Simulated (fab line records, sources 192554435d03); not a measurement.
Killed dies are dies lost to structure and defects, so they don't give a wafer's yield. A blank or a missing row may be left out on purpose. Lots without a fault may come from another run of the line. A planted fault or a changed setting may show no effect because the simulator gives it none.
Which tool did it? | flow n5_finfet | 11 lots, 28 wafers sampled, at 3 steps of a route of 1938

WHAT THE GAUGES READ, wafer by wafer
N5_BEOL_M7_OVL_MEAS_29.
lot  | measured     | on         | V6_OVL (nm)
L543 | day 9 12:46  | overlay-02 | -0.4 -0.6
L544 | day 9 22:13  | overlay-01 | -0.1 -1.2
L546 | day 10 12:14 | overlay-01 | -1.3 -0.7
L548 | day 10 12:08 | overlay-01 | -0.4 -0.6
L547 | day 10 16:25 | overlay-01 | -0.5 -0.8
L551 | day 11 11:49 | overlay-01 | 1.5 1.2 0.4
L554 | day 11 22:16 | overlay-01 | -0.2 -0.4 -0.8
L553 | day 12 07:42 | overlay-01 | 0.3 0.2 0.6
L563 | day 14 10:34 | overlay-01 | 0.8 -1.1 0.5
L565 | day 14 10:38 | overlay-01 | 0.2 0.2 -0.3
L564 | day 15 07:17 | overlay-02 | -1.0 0.2 0.0

WHICH TOOL RAN EACH LOT (tool, then ch and the chambers of the sampled wafers, then the start)
lot  | N5_BEOL_M7_DESCUM_16               | N5_BEOL_M7_HM_OPEN_17
L543 | rie_diel-02 ch 2, day 9 08:56      | rie_metal-01 ch 0,1, day 9 09:13
L544 | rie_diel-03 ch 1,2, day 9 18:25    | rie_metal-02 ch 0,1, day 9 18:41
L546 | rie_diel-03 ch 0,2, day 10 09:47   | rie_metal-01 ch 0,1, day 10 10:03
L548 | rie_diel-03 ch 0,2, day 10 10:04   | rie_metal-03 ch 1, day 10 10:21
L547 | rie_diel-03 ch 2,3, day 10 14:32   | rie_metal-03 ch 0,1, day 10 14:49
L551 | rie_diel-02 ch 1,2,3, day 11 10:08 | rie_metal-01 ch 0,1, day 11 10:25
L554 | rie_diel-02 ch 0,1,2, day 11 21:21 | rie_metal-01 ch 0,1, day 11 21:38
L553 | rie_diel-02 ch 0,1,2, day 12 05:20 | rie_metal-02 ch 0,1, day 12 05:37
L563 | rie_diel-01 ch 0,2,3, day 14 07:38 | rie_metal-02 ch 0,1, day 14 07:55
L565 | rie_diel-01 ch 1,2, day 14 07:59   | rie_metal-02 ch 0,1, day 14 08:16
L564 | rie_diel-03 ch 1,3, day 15 04:22   | rie_metal-03 ch 0,1, day 15 04:38
- N5_BEOL_M7_DESCUM_16: chemistry O2, time 7.9 s.
- N5_BEOL_M7_HM_OPEN_17: chemistry Cl2/BCl3, target TiN, target depth 20 nm, overetch 6 nm.

THE ANSWER, worked out from the rows above alone
Rule: what is usual is taken from the lots themselves. Put in order of their means at a reading, lots are off if they are a third of the lots or fewer, leave a main group of 4 or more, and stand apart from it by a gap of 3 or more times the standard deviation of the main group's means; of several such gaps the widest counts. A main group whose means are all the same, to the digits that the tables above print for the reading, isn't used. A lot without any number at a reading at which 4 lots or more have one is off too. The other lots that the step has rows for count as sound.
No lot is off at any reading shown: from this, nothing can be told.

WHAT THE SIMULATOR HAD PUT IN
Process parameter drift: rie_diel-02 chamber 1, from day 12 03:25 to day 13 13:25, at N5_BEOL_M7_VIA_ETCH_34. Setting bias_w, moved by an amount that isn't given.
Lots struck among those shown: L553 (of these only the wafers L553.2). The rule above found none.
